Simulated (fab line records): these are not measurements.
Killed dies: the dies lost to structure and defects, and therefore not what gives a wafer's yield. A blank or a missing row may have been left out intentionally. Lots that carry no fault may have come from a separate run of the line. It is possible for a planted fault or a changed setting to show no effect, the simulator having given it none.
What tool caused it? / flow n5 finfet / 72 wafers from 24 lots sampled at 6 of the route's 1938 steps

## WHAT EACH GAUGE READ, for each wafer
N5_BEOL_M2_THK_MEAS_53: measures by xrf.
lot=L074; measured=day 7 00:20; on=film metro-01; M2_THK (nm)=39.8 39.6 40.1
lot=L075; measured=day 7 04:01; on=film metro-01; M2_THK (nm)=38.0 39.6 39.5
lot=L076; measured=day 7 14:21; on=film metro-01; M2_THK (nm)=39.7 40.4 40.6
lot=L077; measured=day 7 13:56; on=film metro-01; M2_THK (nm)=41.1 39.9 40.7
lot=L078; measured=day 8 05:23; on=film metro-02; M2_THK (nm)=40.8 41.0 39.5
lot=L079; measured=day 8 06:06; on=film metro-02; M2_THK (nm)=40.0 40.5 41.2
lot=L080; measured=day 8 14:28; on=film metro-01; M2_THK (nm)=37.6 37.9 37.4
lot=L081; measured=day 8 16:02; on=film metro-01; M2_THK (nm)=41.4 40.2 39.9
lot=L082; measured=day 9 01:02; on=film metro-01; M2_THK (nm)=38.4 38.3 37.8
lot=L083; measured=day 9 09:05; on=film metro-01; M2_THK (nm)=40.6 40.0 39.8
lot=L084; measured=day 9 11:19; on=film metro-01; M2_THK (nm)=41.3 42.9 41.5
lot=L085; measured=day 9 14:01; on=film metro-02; M2_THK (nm)=40.4 41.4 40.1
lot=L086; measured=day 10 02:05; on=film metro-01; M2_THK (nm)=39.9 41.5 39.3
lot=L087; measured=day 10 20:05; on=film metro-02; M2_THK (nm)=39.7 40.2 40.7
lot=L088; measured=day 11 00:07; on=film metro-02; M2_THK (nm)=38.4 39.3 39.9
lot=L090; measured=day 11 04:38; on=film metro-02; M2_THK (nm)=42.2 43.8 43.9
lot=L092; measured=day 11 11:17; on=film metro-02; M2_THK (nm)=39.1 38.8 42.4
lot=L089; measured=day 11 11:58; on=film metro-01; M2_THK (nm)=39.9 41.0 40.7
lot=L091; measured=day 11 13:27; on=film metro-01; M2_THK (nm)=39.8 40.0 41.2
lot=L093; measured=day 11 19:46; on=film metro-02; M2_THK (nm)=40.9 40.8 41.1
lot=L094; measured=day 12 03:11; on=film metro-02; M2_THK (nm)=39.7 40.8 39.4
lot=L095; measured=day 12 10:17; on=film metro-01; M2_THK (nm)=37.9 40.8 39.2
lot=L096; measured=day 12 19:10; on=film metro-01; M2_THK (nm)=39.9 42.0 41.9
lot=L097; measured=day 13 01:38; on=film metro-01; M2_THK (nm)=40.7 41.3 39.5

## WHAT TOOL EACH LOT RAN ON (gives the tool, then ch and the chambers of the sampled wafers, and finally the start)
lot=L074; N5_BEOL_M2_TRENCH_ETCH_37=rie diel-04 ch 0,2,3, day 6 21:44 or earlier; N5_BEOL_M2_STRIP_97=rie diel-04 ch 0,2,3, day 6 21:44 or earlier; N5_BEOL_M2_SPUTTER_48=pvd sputter-02, day 6 21:44; N5_BEOL_M2_SPUTTER_81=pvd sputter-02, day 6 22:11; N5_BEOL_M2_ANNEAL_95=pvd sputter-02, day 6 23:22
lot=L075; N5_BEOL_M2_TRENCH_ETCH_37=rie diel-03 ch 2,3, day 7 01:25 or earlier; N5_BEOL_M2_STRIP_97=rie diel-03 ch 2,3, day 7 01:25 or earlier; N5_BEOL_M2_SPUTTER_48=pvd sputter-01, day 7 01:25; N5_BEOL_M2_SPUTTER_81=pvd sputter-01, day 7 01:51; N5_BEOL_M2_ANNEAL_95=pvd sputter-01, day 7 03:02
lot=L076; N5_BEOL_M2_TRENCH_ETCH_37=rie diel-02 ch 0,1,3, day 7 05:10 or earlier; N5_BEOL_M2_STRIP_97=rie diel-02 ch 0,1,3, day 7 05:10 or earlier; N5_BEOL_M2_SPUTTER_48=pvd sputter-02, day 7 05:10; N5_BEOL_M2_SPUTTER_81=pvd sputter-02, day 7 05:37; N5_BEOL_M2_ANNEAL_95=pvd sputter-02, day 7 13:25
lot=L077; N5_BEOL_M2_TRENCH_ETCH_37=rie diel-03 ch 2,3, day 7 11:22 or earlier; N5_BEOL_M2_STRIP_97=rie diel-03 ch 2,3, day 7 11:22 or earlier; N5_BEOL_M2_SPUTTER_48=pvd sputter-01, day 7 11:22; N5_BEOL_M2_SPUTTER_81=pvd sputter-01, day 7 11:49; N5_BEOL_M2_ANNEAL_95=pvd sputter-01, day 7 12:59
lot=L078; N5_BEOL_M2_TRENCH_ETCH_37=rie diel-03 ch 0,1, day 8 02:38 or earlier; N5_BEOL_M2_STRIP_97=rie diel-03 ch 0,1, day 8 02:38 or earlier; N5_BEOL_M2_SPUTTER_48=pvd sputter-03, day 8 02:38; N5_BEOL_M2_SPUTTER_81=pvd sputter-03, day 8 03:04; N5_BEOL_M2_ANNEAL_95=pvd sputter-03, day 8 04:15
lot=L079; N5_BEOL_M2_TRENCH_ETCH_37=rie diel-04 ch 1,2,3, day 8 03:33 or earlier; N5_BEOL_M2_STRIP_97=rie diel-04 ch 1,2,3, day 8 03:33 or earlier; N5_BEOL_M2_SPUTTER_48=pvd sputter-01, day 8 03:33; N5_BEOL_M2_SPUTTER_81=pvd sputter-01, day 8 03:59; N5_BEOL_M2_ANNEAL_95=pvd sputter-01, day 8 05:10
lot=L080; N5_BEOL_M2_TRENCH_ETCH_37=rie diel-04 ch 0,3, day 8 11:24 or earlier; N5_BEOL_M2_STRIP_97=rie diel-04 ch 0,3, day 8 11:24 or earlier; N5_BEOL_M2_SPUTTER_48=pvd sputter-01, day 8 11:24; N5_BEOL_M2_SPUTTER_81=pvd sputter-01, day 8 11:50; N5_BEOL_M2_ANNEAL_95=pvd sputter-01, day 8 13:01
lot=L081; N5_BEOL_M2_TRENCH_ETCH_37=rie diel-02 ch 0,1,2, day 8 13:19 or earlier; N5_BEOL_M2_STRIP_97=rie diel-02 ch 0,1,2, day 8 13:19 or earlier; N5_BEOL_M2_SPUTTER_48=pvd sputter-01, day 8 13:19; N5_BEOL_M2_SPUTTER_81=pvd sputter-01, day 8 13:46; N5_BEOL_M2_ANNEAL_95=pvd sputter-01, day 8 14:56
lot=L082; N5_BEOL_M2_TRENCH_ETCH_37=rie diel-02 ch 0,1,3, day 8 22:13 or earlier; N5_BEOL_M2_STRIP_97=rie diel-02 ch 0,1,3, day 8 22:13 or earlier; N5_BEOL_M2_SPUTTER_48=pvd sputter-03, day 8 22:13; N5_BEOL_M2_SPUTTER_81=pvd sputter-03, day 8 22:40; N5_BEOL_M2_ANNEAL_95=pvd sputter-03, day 8 23:50
lot=L083; N5_BEOL_M2_TRENCH_ETCH_37=rie diel-04 ch 1,2, day 9 06:18 or earlier; N5_BEOL_M2_STRIP_97=rie diel-04 ch 1,2, day 9 06:18 or earlier; N5_BEOL_M2_SPUTTER_48=pvd sputter-03, day 9 06:18; N5_BEOL_M2_SPUTTER_81=pvd sputter-03, day 9 06:44; N5_BEOL_M2_ANNEAL_95=pvd sputter-03, day 9 07:55
lot=L084; N5_BEOL_M2_TRENCH_ETCH_37=rie diel-02 ch 0,1,2, day 9 08:29 or earlier; N5_BEOL_M2_STRIP_97=rie diel-02 ch 0,1,2, day 9 08:29 or earlier; N5_BEOL_M2_SPUTTER_48=pvd sputter-03, day 9 08:29; N5_BEOL_M2_SPUTTER_81=pvd sputter-03, day 9 08:55; N5_BEOL_M2_ANNEAL_95=pvd sputter-03, day 9 10:06
lot=L085; N5_BEOL_M2_TRENCH_ETCH_37=rie diel-04 ch 0,2,3, day 9 11:04 or earlier; N5_BEOL_M2_STRIP_97=rie diel-04 ch 0,2,3, day 9 11:04 or earlier; N5_BEOL_M2_SPUTTER_48=pvd sputter-01, day 9 11:04; N5_BEOL_M2_SPUTTER_81=pvd sputter-01, day 9 11:30; N5_BEOL_M2_ANNEAL_95=pvd sputter-01, day 9 12:41
lot=L086; N5_BEOL_M2_TRENCH_ETCH_37=rie diel-04 ch 0,3, day 9 23:32 or earlier; N5_BEOL_M2_STRIP_97=rie diel-04 ch 0,3, day 9 23:32 or earlier; N5_BEOL_M2_SPUTTER_48=pvd sputter-02, day 9 23:32; N5_BEOL_M2_SPUTTER_81=pvd sputter-02, day 9 23:59; N5_BEOL_M2_ANNEAL_95=pvd sputter-02, day 10 01:10
lot=L087; N5_BEOL_M2_TRENCH_ETCH_37=rie diel-04 ch 0,1,3, day 10 17:32 or earlier; N5_BEOL_M2_STRIP_97=rie diel-04 ch 0,1,3, day 10 17:32 or earlier; N5_BEOL_M2_SPUTTER_48=pvd sputter-01, day 10 17:32; N5_BEOL_M2_SPUTTER_81=pvd sputter-01, day 10 17:58; N5_BEOL_M2_ANNEAL_95=pvd sputter-01, day 10 19:09
lot=L088; N5_BEOL_M2_TRENCH_ETCH_37=rie diel-04 ch 0,1,3, day 10 21:27 or earlier; N5_BEOL_M2_STRIP_97=rie diel-04 ch 0,1,3, day 10 21:27 or earlier; N5_BEOL_M2_SPUTTER_48=pvd sputter-02, day 10 21:27; N5_BEOL_M2_SPUTTER_81=pvd sputter-02, day 10 21:53; N5_BEOL_M2_ANNEAL_95=pvd sputter-02, day 10 23:04
lot=L090; N5_BEOL_M2_TRENCH_ETCH_37=rie diel-03 ch 0,2,3, day 11 02:05 or earlier; N5_BEOL_M2_STRIP_97=rie diel-03 ch 0,2,3, day 11 02:05 or earlier; N5_BEOL_M2_SPUTTER_48=pvd sputter-03, day 11 02:05; N5_BEOL_M2_SPUTTER_81=pvd sputter-03, day 11 02:32; N5_BEOL_M2_ANNEAL_95=pvd sputter-03, day 11 03:43
lot=L092; N5_BEOL_M2_TRENCH_ETCH_37=rie diel-02 ch 0,1,2, day 11 08:44 or earlier; N5_BEOL_M2_STRIP_97=rie diel-02 ch 0,1,2, day 11 08:44 or earlier; N5_BEOL_M2_SPUTTER_48=pvd sputter-03, day 11 08:44; N5_BEOL_M2_SPUTTER_81=pvd sputter-03, day 11 09:11; N5_BEOL_M2_ANNEAL_95=pvd sputter-03, day 11 10:22
lot=L089; N5_BEOL_M2_TRENCH_ETCH_37=rie diel-02 ch 0,1,2, day 11 09:20 or earlier; N5_BEOL_M2_STRIP_97=rie diel-02 ch 0,1,2, day 11 09:20 or earlier; N5_BEOL_M2_SPUTTER_48=pvd sputter-02, day 11 09:20; N5_BEOL_M2_SPUTTER_81=pvd sputter-02, day 11 09:46; N5_BEOL_M2_ANNEAL_95=pvd sputter-02, day 11 10:57
lot=L091; N5_BEOL_M2_TRENCH_ETCH_37=rie diel-02 ch 0,2,3, day 11 10:54 or earlier; N5_BEOL_M2_STRIP_97=rie diel-02 ch 0,2,3, day 11 10:54 or earlier; N5_BEOL_M2_SPUTTER_48=pvd sputter-01, day 11 10:54; N5_BEOL_M2_SPUTTER_81=pvd sputter-01, day 11 11:20; N5_BEOL_M2_ANNEAL_95=pvd sputter-01, day 11 12:31
lot=L093; N5_BEOL_M2_TRENCH_ETCH_37=rie diel-03 ch 1,2, day 11 17:13 or earlier; N5_BEOL_M2_STRIP_97=rie diel-03 ch 1,2, day 11 17:13 or earlier; N5_BEOL_M2_SPUTTER_48=pvd sputter-01, day 11 17:13; N5_BEOL_M2_SPUTTER_81=pvd sputter-01, day 11 17:39; N5_BEOL_M2_ANNEAL_95=pvd sputter-01, day 11 18:50
lot=L094; N5_BEOL_M2_TRENCH_ETCH_37=rie diel-02 ch 2,3, day 12 00:38 or earlier; N5_BEOL_M2_STRIP_97=rie diel-02 ch 2,3, day 12 00:38 or earlier; N5_BEOL_M2_SPUTTER_48=pvd sputter-01, day 12 00:38; N5_BEOL_M2_SPUTTER_81=pvd sputter-01, day 12 01:04; N5_BEOL_M2_ANNEAL_95=pvd sputter-01, day 12 02:15
lot=L095; N5_BEOL_M2_TRENCH_ETCH_37=rie diel-04 ch 1,2,3, day 12 07:44 or earlier; N5_BEOL_M2_STRIP_97=rie diel-04 ch 1,2,3, day 12 07:44 or earlier; N5_BEOL_M2_SPUTTER_48=pvd sputter-01, day 12 07:44; N5_BEOL_M2_SPUTTER_81=pvd sputter-01, day 12 08:10; N5_BEOL_M2_ANNEAL_95=pvd sputter-01, day 12 09:21
lot=L096; N5_BEOL_M2_TRENCH_ETCH_37=rie diel-02 ch 0,1, day 12 16:37 or earlier; N5_BEOL_M2_STRIP_97=rie diel-02 ch 0,1, day 12 16:37 or earlier; N5_BEOL_M2_SPUTTER_48=pvd sputter-01, day 12 16:37; N5_BEOL_M2_SPUTTER_81=pvd sputter-01, day 12 17:04; N5_BEOL_M2_ANNEAL_95=pvd sputter-01, day 12 18:14
lot=L097; N5_BEOL_M2_TRENCH_ETCH_37=rie diel-03 ch 0,2,3, day 12 23:05 or earlier; N5_BEOL_M2_STRIP_97=rie diel-03 ch 0,2,3, day 12 23:05 or earlier; N5_BEOL_M2_SPUTTER_48=pvd sputter-03, day 12 23:05; N5_BEOL_M2_SPUTTER_81=pvd sputter-03, day 12 23:32; N5_BEOL_M2_ANNEAL_95=pvd sputter-03, day 13 00:43
- N5_BEOL_M2_TRENCH_ETCH_37: etches SiOC in C4F6/O2, target depth 55.555 nm, time 29.2 s.
- N5_BEOL_M2_STRIP_97: strips in N2/H2, time 10 s.
- N5_BEOL_M2_SPUTTER_48: material Cu, target thk 4.5 nm, time 8.29 s.
- N5_BEOL_M2_SPUTTER_81: material Cu, target thk 4.5 nm, time 8.29 s.
- N5_BEOL_M2_ANNEAL_95: time 240 s.

## AS READ BY THE TOOLS THEMSELVES (means over the sampled wafers that have a number; for cases with no such wafer, the mark the record gives instead)
N5_BEOL_M2_TRENCH_ETCH_37.
lot=L074; tool=rie diel-04; O2_flow_sccm (sccm)=9.966; drypump motor current A (A)=5.8; oes product au (a.u.)=0.83; rf vpp V (V)=661; showerhead plenum p Torr (Torr)=2.88; throttle valve pct (%)=20.79
lot=L075; tool=rie diel-03; O2_flow_sccm (sccm)=9.978; drypump motor current A (A)=5.7; oes product au (a.u.)=0.81; rf vpp V (V)=683; showerhead plenum p Torr (Torr)=2.86; throttle valve pct (%)=20.88
lot=L076; tool=rie diel-02; O2_flow_sccm (sccm)=10.018; drypump motor current A (A)=5.9; oes product au (a.u.)=0.77; rf vpp V (V)=674; showerhead plenum p Torr (Torr)=2.85; throttle valve pct (%)=20.72
lot=L077; tool=rie diel-03; O2_flow_sccm (sccm)=9.987; drypump motor current A (A)=5.2; oes product au (a.u.)=0.75; rf vpp V (V)=678; showerhead plenum p Torr (Torr)=2.83; throttle valve pct (%)=21.03
lot=L078; tool=rie diel-03; O2_flow_sccm (sccm)=10.014; drypump motor current A (A)=6.0; oes product au (a.u.)=0.96; rf vpp V (V)=679; showerhead plenum p Torr (Torr)=2.85; throttle valve pct (%)=20.79
lot=L079; tool=rie diel-04; O2_flow_sccm (sccm)=10.004; drypump motor current A (A)=5.9; oes product au (a.u.)=0.77; rf vpp V (V)=657; showerhead plenum p Torr (Torr)=2.85; throttle valve pct (%)=20.82
lot=L080; tool=rie diel-04; O2_flow_sccm (sccm)=10.001; drypump motor current A (A)=5.5; oes product au (a.u.)=0.86; rf vpp V (V)=651; showerhead plenum p Torr (Torr)=2.86; throttle valve pct (%)=20.62
lot=L081; tool=rie diel-02; O2_flow_sccm (sccm)=9.956; drypump motor current A (A)=5.8; oes product au (a.u.)=0.78; rf vpp V (V)=659; showerhead plenum p Torr (Torr)=2.77; throttle valve pct (%)=20.83
lot=L082; tool=rie diel-02; O2_flow_sccm (sccm)=10.026; drypump motor current A (A)=5.9; oes product au (a.u.)=0.76; rf vpp V (V)=674; showerhead plenum p Torr (Torr)=2.84; throttle valve pct (%)=20.74
lot=L083; tool=rie diel-04; O2_flow_sccm (sccm)=10.018; drypump motor current A (A)=6.1; oes product au (a.u.)=0.71; rf vpp V (V)=667; showerhead plenum p Torr (Torr)=2.87; throttle valve pct (%)=21.01
lot=L084; tool=rie diel-02; O2_flow_sccm (sccm)=10.013; drypump motor current A (A)=5.8; oes product au (a.u.)=0.77; rf vpp V (V)=659; showerhead plenum p Torr (Torr)=2.77; throttle valve pct (%)=20.83
lot=L085; tool=rie diel-04; O2_flow_sccm (sccm)=10.046; drypump motor current A (A)=5.8; oes product au (a.u.)=0.81; rf vpp V (V)=658; showerhead plenum p Torr (Torr)=2.87; throttle valve pct (%)=20.81
lot=L086; tool=rie diel-04; O2_flow_sccm (sccm)=9.989; drypump motor current A (A)=5.5; oes product au (a.u.)=0.84; rf vpp V (V)=650; showerhead plenum p Torr (Torr)=2.85; throttle valve pct (%)=20.64
lot=L087; tool=rie diel-04; O2_flow_sccm (sccm)=9.991; drypump motor current A (A)=5.6; oes product au (a.u.)=0.80; rf vpp V (V)=663; showerhead plenum p Torr (Torr)=2.92; throttle valve pct (%)=20.73
lot=L088; tool=rie diel-04; O2_flow_sccm (sccm)=9.996; drypump motor current A (A)=5.6; oes product au (a.u.)=0.80; rf vpp V (V)=662; showerhead plenum p Torr (Torr)=2.92; throttle valve pct (%)=20.73
lot=L090; tool=rie diel-03; O2_flow_sccm (sccm)=9.986; drypump motor current A (A)=5.6; oes product au (a.u.)=0.89; rf vpp V (V)=678; showerhead plenum p Torr (Torr)=2.82; throttle valve pct (%)=20.78
lot=L092; tool=rie diel-02; O2_flow_sccm (sccm)=10.007; drypump motor current A (A)=5.8; oes product au (a.u.)=0.85; rf vpp V (V)=662; showerhead plenum p Torr (Torr)=2.88; throttle valve pct (%)=20.75
lot=L089; tool=rie diel-02; O2_flow_sccm (sccm)=9.975; drypump motor current A (A)=5.8; oes product au (a.u.)=0.84; rf vpp V (V)=662; showerhead plenum p Torr (Torr)=2.88; throttle valve pct (%)=20.75
lot=L091; tool=rie diel-02; O2_flow_sccm (sccm)=10.002; drypump motor current A (A)=6.0; oes product au (a.u.)=0.75; rf vpp V (V)=671; showerhead plenum p Torr (Torr)=2.84; throttle valve pct (%)=20.79
lot=L093; tool=rie diel-03; O2_flow_sccm (sccm)=10.005; drypump motor current A (A)=5.3; oes product au (a.u.)=0.90; rf vpp V (V)=674; showerhead plenum p Torr (Torr)=2.84; throttle valve pct (%)=20.84
lot=L094; tool=rie diel-02; O2_flow_sccm (sccm)=10.006; drypump motor current A (A)=6.0; oes product au (a.u.)=0.71; rf vpp V (V)=656; showerhead plenum p Torr (Torr)=2.79; throttle valve pct (%)=20.86
lot=L095; tool=rie diel-04; O2_flow_sccm (sccm)=9.994; drypump motor current A (A)=5.8; oes product au (a.u.)=0.83; rf vpp V (V)=657; showerhead plenum p Torr (Torr)=2.84; throttle valve pct (%)=20.75
lot=L096; tool=rie diel-02; O2_flow_sccm (sccm)=10.005; drypump motor current A (A)=5.7; oes product au (a.u.)=0.90; rf vpp V (V)=669; showerhead plenum p Torr (Torr)=2.96; throttle valve pct (%)=20.62
lot=L097; tool=rie diel-03; O2_flow_sccm (sccm)=9.980; drypump motor current A (A)=5.6; oes product au (a.u.)=0.85; rf vpp V (V)=678; showerhead plenum p Torr (Torr)=2.82; throttle valve pct (%)=20.78

N5_BEOL_M2_STRIP_97.
lot=L074; tool=rie diel-04; drypump motor current A (A)=5.8; oes product au (a.u.)=0.84; rf vpp V (V)=59.3; showerhead plenum p Torr (Torr)=2.56; throttle valve pct (%)=23.45
lot=L075; tool=rie diel-03; drypump motor current A (A)=5.7; oes product au (a.u.)=0.81; rf vpp V (V)=59.2; showerhead plenum p Torr (Torr)=2.55; throttle valve pct (%)=23.55
lot=L076; tool=rie diel-02; drypump motor current A (A)=5.9; oes product au (a.u.)=0.77; rf vpp V (V)=59.3; showerhead plenum p Torr (Torr)=2.54; throttle valve pct (%)=23.43
lot=L077; tool=rie diel-03; drypump motor current A (A)=5.2; oes product au (a.u.)=0.74; rf vpp V (V)=58.3; showerhead plenum p Torr (Torr)=2.51; throttle valve pct (%)=23.62
lot=L078; tool=rie diel-03; drypump motor current A (A)=5.9; oes product au (a.u.)=0.97; rf vpp V (V)=59.6; showerhead plenum p Torr (Torr)=2.53; throttle valve pct (%)=23.79
lot=L079; tool=rie diel-04; drypump motor current A (A)=5.9; oes product au (a.u.)=0.77; rf vpp V (V)=58.8; showerhead plenum p Torr (Torr)=2.54; throttle valve pct (%)=23.63
lot=L080; tool=rie diel-04; drypump motor current A (A)=5.6; oes product au (a.u.)=0.85; rf vpp V (V)=60.1; showerhead plenum p Torr (Torr)=2.54; throttle valve pct (%)=23.40
lot=L081; tool=rie diel-02; drypump motor current A (A)=5.8; oes product au (a.u.)=0.77; rf vpp V (V)=59.1; showerhead plenum p Torr (Torr)=2.47; throttle valve pct (%)=23.61
lot=L082; tool=rie diel-02; drypump motor current A (A)=5.9; oes product au (a.u.)=0.76; rf vpp V (V)=59.4; showerhead plenum p Torr (Torr)=2.53; throttle valve pct (%)=23.44
lot=L083; tool=rie diel-04; drypump motor current A (A)=6.1; oes product au (a.u.)=0.72; rf vpp V (V)=58.9; showerhead plenum p Torr (Torr)=2.54; throttle valve pct (%)=23.72
lot=L084; tool=rie diel-02; drypump motor current A (A)=5.8; oes product au (a.u.)=0.76; rf vpp V (V)=58.4; showerhead plenum p Torr (Torr)=2.47; throttle valve pct (%)=23.61
lot=L085; tool=rie diel-04; drypump motor current A (A)=5.8; oes product au (a.u.)=0.80; rf vpp V (V)=58.7; showerhead plenum p Torr (Torr)=2.55; throttle valve pct (%)=23.48
lot=L086; tool=rie diel-04; drypump motor current A (A)=5.5; oes product au (a.u.)=0.83; rf vpp V (V)=59.9; showerhead plenum p Torr (Torr)=2.53; throttle valve pct (%)=23.40
lot=L087; tool=rie diel-04; drypump motor current A (A)=5.6; oes product au (a.u.)=0.80; rf vpp V (V)=59.6; showerhead plenum p Torr (Torr)=2.59; throttle valve pct (%)=23.47
lot=L088; tool=rie diel-04; drypump motor current A (A)=5.6; oes product au (a.u.)=0.80; rf vpp V (V)=60.2; showerhead plenum p Torr (Torr)=2.59; throttle valve pct (%)=23.47
lot=L090; tool=rie diel-03; drypump motor current A (A)=5.6; oes product au (a.u.)=0.88; rf vpp V (V)=58.9; showerhead plenum p Torr (Torr)=2.51; throttle valve pct (%)=23.54
lot=L092; tool=rie diel-02; drypump motor current A (A)=5.8; oes product au (a.u.)=0.85; rf vpp V (V)=59.5; showerhead plenum p Torr (Torr)=2.57; throttle valve pct (%)=23.53
lot=L089; tool=rie diel-02; drypump motor current A (A)=5.8; oes product au (a.u.)=0.84; rf vpp V (V)=58.6; showerhead plenum p Torr (Torr)=2.57; throttle valve pct (%)=23.54
lot=L091; tool=rie diel-02; drypump motor current A (A)=6.0; oes product au (a.u.)=0.76; rf vpp V (V)=59.3; showerhead plenum p Torr (Torr)=2.54; throttle valve pct (%)=23.63
lot=L093; tool=rie diel-03; drypump motor current A (A)=5.3; oes product au (a.u.)=0.88; rf vpp V (V)=58.8; showerhead plenum p Torr (Torr)=2.51; throttle valve pct (%)=23.44
lot=L094; tool=rie diel-02; drypump motor current A (A)=6.0; oes product au (a.u.)=0.71; rf vpp V (V)=58.5; showerhead plenum p Torr (Torr)=2.49; throttle valve pct (%)=23.74
lot=L095; tool=rie diel-04; drypump motor current A (A)=5.8; oes product au (a.u.)=0.83; rf vpp V (V)=58.9; showerhead plenum p Torr (Torr)=2.52; throttle valve pct (%)=23.55
lot=L096; tool=rie diel-02; drypump motor current A (A)=5.7; oes product au (a.u.)=0.89; rf vpp V (V)=59.6; showerhead plenum p Torr (Torr)=2.65; throttle valve pct (%)=23.28
lot=L097; tool=rie diel-03; drypump motor current A (A)=5.6; oes product au (a.u.)=0.85; rf vpp V (V)=59.2; showerhead plenum p Torr (Torr)=2.50; throttle valve pct (%)=23.56

N5_BEOL_M2_SPUTTER_48.
lot=L074; tool=pvd sputter-02; throttle valve pct (%)=29.6
lot=L075; tool=pvd sputter-01; throttle valve pct (%)=29.6
lot=L076; tool=pvd sputter-02; throttle valve pct (%)=29.7
lot=L077; tool=pvd sputter-01; throttle valve pct (%)=28.8
lot=L078; tool=pvd sputter-03; throttle valve pct (%)=30.2
lot=L079; tool=pvd sputter-01; throttle valve pct (%)=29.8
lot=L080; tool=pvd sputter-01; throttle valve pct (%)=29.0
lot=L081; tool=pvd sputter-01; throttle valve pct (%)=29.0
lot=L082; tool=pvd sputter-03; throttle valve pct (%)=30.0
lot=L083; tool=pvd sputter-03; throttle valve pct (%)=30.3
lot=L084; tool=pvd sputter-03; throttle valve pct (%)=29.6
lot=L085; tool=pvd sputter-01; throttle valve pct (%)=29.7
lot=L086; tool=pvd sputter-02; throttle valve pct (%)=29.9
lot=L087; tool=pvd sputter-01; throttle valve pct (%)=28.8
lot=L088; tool=pvd sputter-02; throttle valve pct (%)=29.4
lot=L090; tool=pvd sputter-03; throttle valve pct (%)=29.8
lot=L092; tool=pvd sputter-03; throttle valve pct (%)=29.6
lot=L089; tool=pvd sputter-02; throttle valve pct (%)=29.8
lot=L091; tool=pvd sputter-01; throttle valve pct (%)=29.6
lot=L093; tool=pvd sputter-01; throttle valve pct (%)=29.6
lot=L094; tool=pvd sputter-01; throttle valve pct (%)=29.6
lot=L095; tool=pvd sputter-01; throttle valve pct (%)=29.4
lot=L096; tool=pvd sputter-01; throttle valve pct (%)=29.4
lot=L097; tool=pvd sputter-03; throttle valve pct (%)=29.0

N5_BEOL_M2_SPUTTER_81.
lot=L074; tool=pvd sputter-02; throttle valve pct (%)=29.4
lot=L075; tool=pvd sputter-01; throttle valve pct (%)=29.5
lot=L076; tool=pvd sputter-02; throttle valve pct (%)=29.8
lot=L077; tool=pvd sputter-01; throttle valve pct (%)=29.0
lot=L078; tool=pvd sputter-03; throttle valve pct (%)=30.3
lot=L079; tool=pvd sputter-01; throttle valve pct (%)=29.5
lot=L080; tool=pvd sputter-01; throttle valve pct (%)=28.8
lot=L081; tool=pvd sputter-01; throttle valve pct (%)=29.1
lot=L082; tool=pvd sputter-03; throttle valve pct (%)=30.0
lot=L083; tool=pvd sputter-03; throttle valve pct (%)=30.4
lot=L084; tool=pvd sputter-03; throttle valve pct (%)=29.8
lot=L085; tool=pvd sputter-01; throttle valve pct (%)=29.6
lot=L086; tool=pvd sputter-02; throttle valve pct (%)=30.0
lot=L087; tool=pvd sputter-01; throttle valve pct (%)=28.9
lot=L088; tool=pvd sputter-02; throttle valve pct (%)=29.6
lot=L090; tool=pvd sputter-03; throttle valve pct (%)=29.8
lot=L092; tool=pvd sputter-03; throttle valve pct (%)=29.7
lot=L089; tool=pvd sputter-02; throttle valve pct (%)=29.7
lot=L091; tool=pvd sputter-01; throttle valve pct (%)=29.8
lot=L093; tool=pvd sputter-01; throttle valve pct (%)=29.7
lot=L094; tool=pvd sputter-01; throttle valve pct (%)=29.4
lot=L095; tool=pvd sputter-01; throttle valve pct (%)=29.6
lot=L096; tool=pvd sputter-01; throttle valve pct (%)=29.5
lot=L097; tool=pvd sputter-03; throttle valve pct (%)=28.9

N5_BEOL_M2_ANNEAL_95.
lot=L074; tool=pvd sputter-02; heater power w (W)=783
lot=L075; tool=pvd sputter-01; heater power w (W)=832
lot=L076; tool=pvd sputter-02; heater power w (W)=820
lot=L077; tool=pvd sputter-01; heater power w (W)=818
lot=L078; tool=pvd sputter-03; heater power w (W)=777
lot=L079; tool=pvd sputter-01; heater power w (W)=823
lot=L080; tool=pvd sputter-01; heater power w (W)=771
lot=L081; tool=pvd sputter-01; heater power w (W)=784
lot=L082; tool=pvd sputter-03; heater power w (W)=960
lot=L083; tool=pvd sputter-03; heater power w (W)=774
lot=L084; tool=pvd sputter-03; heater power w (W)=886
lot=L085; tool=pvd sputter-01; heater power w (W)=812
lot=L086; tool=pvd sputter-02; heater power w (W)=819
lot=L087; tool=pvd sputter-01; heater power w (W)=814
lot=L088; tool=pvd sputter-02; heater power w (W)=782
lot=L090; tool=pvd sputter-03; heater power w (W)=855
lot=L092; tool=pvd sputter-03; heater power w (W)=878
lot=L089; tool=pvd sputter-02; heater power w (W)=789
lot=L091; tool=pvd sputter-01; heater power w (W)=798
lot=L093; tool=pvd sputter-01; heater power w (W)=819
lot=L094; tool=pvd sputter-01; heater power w (W)=812
lot=L095; tool=pvd sputter-01; heater power w (W)=822
lot=L096; tool=pvd sputter-01; heater power w (W)=837
lot=L097; tool=pvd sputter-03; heater power w (W)=968

## THE ANSWER, worked out from the rows above alone
Rule: the usual values come from the lots themselves. The widest of any qualifying gaps counts: lots, ordered by their means at a reading, are off when they make up no more than a third of the lots, leave a main group of 4 or more, and stand apart from it by 3 or more times the standard deviation of that group's means. The tables above print the reading to a certain number of digits; a main group whose means all agree to those digits is not used. Also off: a lot with no number at a reading for which 4 or more lots have one. All remaining lots with rows at the step are treated as sound. Order of review: gauges by route order, followed by the tools' own readings, for which a lot's mean as printed above is used. At the first step where some lot is off, the reading lying furthest off is the one used; lots without a number count as furthest.
Across all readings shown, no lot is off: no conclusion can be drawn from this.

## WHAT THE SIMULATOR PUT IN
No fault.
